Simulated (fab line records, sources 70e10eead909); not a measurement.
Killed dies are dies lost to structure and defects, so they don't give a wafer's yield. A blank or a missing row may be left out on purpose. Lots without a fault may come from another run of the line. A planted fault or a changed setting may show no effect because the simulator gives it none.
Chamber matching | flow nand_harc | NHARC_P_M2_PRE_CLEAN_32 on pecvd-03: 3 sister chambers
The step time 12 s. 6 wafers are shown with their chamber, then 7 later ones without.

WAFERS WITH THEIR CHAMBER
wafer  | chamber | heater_power_w (W) | rf_fwd_power_W (W)
L203.2 | 1       | 696                | 293.2
L205.1 | 0       | 538                | 293.9
L205.5 | 2       | 680                | 290.6
L205.6 | 1       | 639                | 292.4
L213.1 | 2       | 589                | 292.3
L213.3 | 0       | 533                | 292.1

WAFERS WITHOUT THEIR CHAMBER
wafer  | heater_power_w (W) | rf_fwd_power_W (W)
L213.4 | 597                | 292.1
L212.4 | 551                | 292.9
L212.5 | 587                | 292.8
L212.6 | 681                | 290.9
L214.1 | 558                | 292.7
L214.3 | 648                | 291.6
L214.4 | 557                | 292.9

WHICH CHAMBER EACH WENT THROUGH
wafer  | from the rows above          | in truth
L213.4 | can't be placed: 2 or 0 or 1 | 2
L212.4 | can't be placed: 0 or 2      | 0
L212.5 | can't be placed: 0 or 2 or 1 | 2
L212.6 | can't be placed: 2 or 1      | 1
L214.1 | can't be placed: 0 or 2 or 1 | 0
L214.3 | can't be placed: 2 or 1      | 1
L214.4 | can't be placed: 0 or 2      | 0
Placed correctly: 0 of 7. Can't be placed from these rows: 7 (the true chamber is among the candidates in 7). Placed wrongly: 0.
How it was worked out, from the rows above alone: a wafer's distance from a chamber is the root of the sum, over the readings, of the square of ((its reading less the chamber's mean) divided by the reading's scatter). The wafer belongs to the nearest chamber; if the next one is less than 2 further off, it can't be placed. A chamber's mean is the mean of its shown wafers. The scatter: the root of (the sum of the squares of (reading less its chamber's mean) over the shown wafers, divided by (wafers less chambers)).
